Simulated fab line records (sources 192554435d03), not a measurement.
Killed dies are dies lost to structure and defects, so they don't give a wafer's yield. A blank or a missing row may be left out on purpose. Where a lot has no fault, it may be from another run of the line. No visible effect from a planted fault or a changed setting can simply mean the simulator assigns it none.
Split-lot experiment -- flow n5-finfet -- route with 1938 steps; 7 lots, 39 wafers read

## THE SPLIT
At N5_FIN_CUT_EXPOSE_05 (exposes mask FIN CUT), the setting dose-mj was moved away from the recipe's 45.75 on 9 of the 39 wafers read, by -5.7% to +7.0%. All remaining wafers had this setting at the recipe value.

## FROM THE SPLIT TO THE READING: what the file shows between them, 2 steps
- N5_FIN_CUT_PEB_06: peb time 60 s
- N5_FIN_CUT_DEVELOP_07: develop time 30 s

## THE READING
cd-nm (nm) at N5_FIN_CUT_CD_MEAS_08, where the cd target is 29.1 nm. Typical for fault-free wafers on this fab line: 29.12 nm, with standard deviation 0.23 nm.

wafer,"tool, chamber at the split",dose-mj as run,against the recipe,"cd-nm, nm",against lot-mates on the recipe
L080.1,"euv-scanner-01, 0",45.75,recipe,29.50,-
L080.2,"euv-scanner-01, 0",45.75,recipe,29.15,-
L080.3,"euv-scanner-01, 0",45.75,recipe,29.26,-
L080.4,"euv-scanner-01, 0",45.75,recipe,29.15,-
L080.5,"euv-scanner-01, 0",45.75,recipe,29.22,-
L080.6,"euv-scanner-01, 0",45.75,recipe,29.32,-
L081.1,"euv-scanner-02, 0",45.75,recipe,29.16,-
L081.2,"euv-scanner-02, 0",43.12,-5.7%,27.82,-1.29
L081.3,"euv-scanner-02, 0",43.12,-5.7%,28.06,-1.05
L081.4,"euv-scanner-02, 0",43.12,-5.7%,28.27,-0.84
L081.5,"euv-scanner-02, 0",45.75,recipe,29.19,-
L081.6,"euv-scanner-02, 0",45.75,recipe,28.97,-
L083.1,"euv-scanner-01, 0",45.75,recipe,28.97,-
L083.2,"euv-scanner-01, 0",48.96,+7.0%,30.26,+1.14
L083.3,"euv-scanner-01, 0",48.96,+7.0%,30.54,+1.42
L083.4,"euv-scanner-01, 0",48.96,+7.0%,30.71,+1.59
L083.5,"euv-scanner-01, 0",45.75,recipe,29.10,-
L083.6,"euv-scanner-01, 0",45.75,recipe,29.29,-
L085.1,"euv-scanner-02, 0",46.74,+2.2%,29.91,+0.70
L085.2,"euv-scanner-02, 0",45.75,recipe,29.30,-
L085.3,"euv-scanner-02, 0",45.75,recipe,29.24,-
L085.4,"euv-scanner-02, 0",46.74,+2.2%,29.16,-0.05
L085.5,"euv-scanner-02, 0",45.75,recipe,29.09,-
L085.6,"euv-scanner-02, 0",46.74,+2.2%,29.73,+0.52
L088.1,"euv-scanner-02, 0",45.75,recipe,29.22,-
L088.4,"euv-scanner-02, 0",45.75,recipe,29.44,-
L088.5,"euv-scanner-02, 0",45.75,recipe,28.69,-
L089.1,"euv-scanner-02, 0",45.75,recipe,29.15,-
L089.2,"euv-scanner-02, 0",45.75,recipe,29.08,-
L089.3,"euv-scanner-02, 0",45.75,recipe,29.34,-
L089.4,"euv-scanner-02, 0",45.75,recipe,29.03,-
L089.5,"euv-scanner-02, 0",45.75,recipe,29.26,-
L089.6,"euv-scanner-02, 0",45.75,recipe,28.99,-
L095.1,"euv-scanner-02, 0",45.75,recipe,29.21,-
L095.2,"euv-scanner-02, 0",45.75,recipe,29.04,-
L095.3,"euv-scanner-02, 0",45.75,recipe,28.92,-
L095.4,"euv-scanner-02, 0",45.75,recipe,29.01,-
L095.5,"euv-scanner-02, 0",45.75,recipe,29.20,-
L095.6,"euv-scanner-02, 0",45.75,recipe,28.55,-

THE FIT
A straight line over all 39 wafers: cd-nm changes by +0.193 nm for each +1% of dose-mj; r = +0.92; the points scatter about the line by 0.21 nm.
The same after taking each lot's own level away (the mean of its wafers on the recipe; 39 wafers): +0.191 nm for each +1%; r = +0.93; scatter 0.19 nm.
The reading moves by 1.3 nm for the largest change in dose-mj, on that fit.
Across the lots, their own levels run from 28.988 to 29.267 nm, a range of 1.2 times the standard deviation given above.
So the lot-to-lot level changes the slope little: the two slopes agree.
Check: with one of the wafers moved furthest among these (+7.0%) left out of the fit, the line predicts +1.4 nm for it against its lot-mates. Against them it came out at +1.14 nm.

## THESE WAFERS: OTHER SPLITS
These wafers also went through other splits before the reading. Each is held against what the fit with the lots' levels taken away leaves over:
other split on the same wafers,wafers away from the commonest value,r with cd-nm (lot level and that fit taken away)
N5_FIN_SAQP_ETCH_65 time-s,15,-0.09

## THE WHOLE CHAIN: every reading that the file lists as answering this split, in the file's order
step,what it does,reading,change (the file's fit),r (the file's)
N5_FIN_CUT_CD_MEAS_08,target cd 29.1 nm,cd-nm,+0.191 nm for each +1% of the setting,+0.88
N5_FIN_CUT_ETCH_30,"etches underlayer in N2/H2, target depth 13 nm, time 10.4 s","FIN_CUT.cd-offset-nm (the simulator's own value, which no gauge read)",+0.185 nm for each +1% of the setting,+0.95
N5_FIN_CUT_ETCH_20,"etches SiARC in CF4, target depth 26 nm, time 43.3 s","FIN_CUT.cd-offset-nm (the simulator's own value, which no gauge read)",+0.187 nm for each +1% of the setting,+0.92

## FILE'S OWN FIT
cd-nm changes by +0.191 nm for each +1% of dose-mj, r = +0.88.
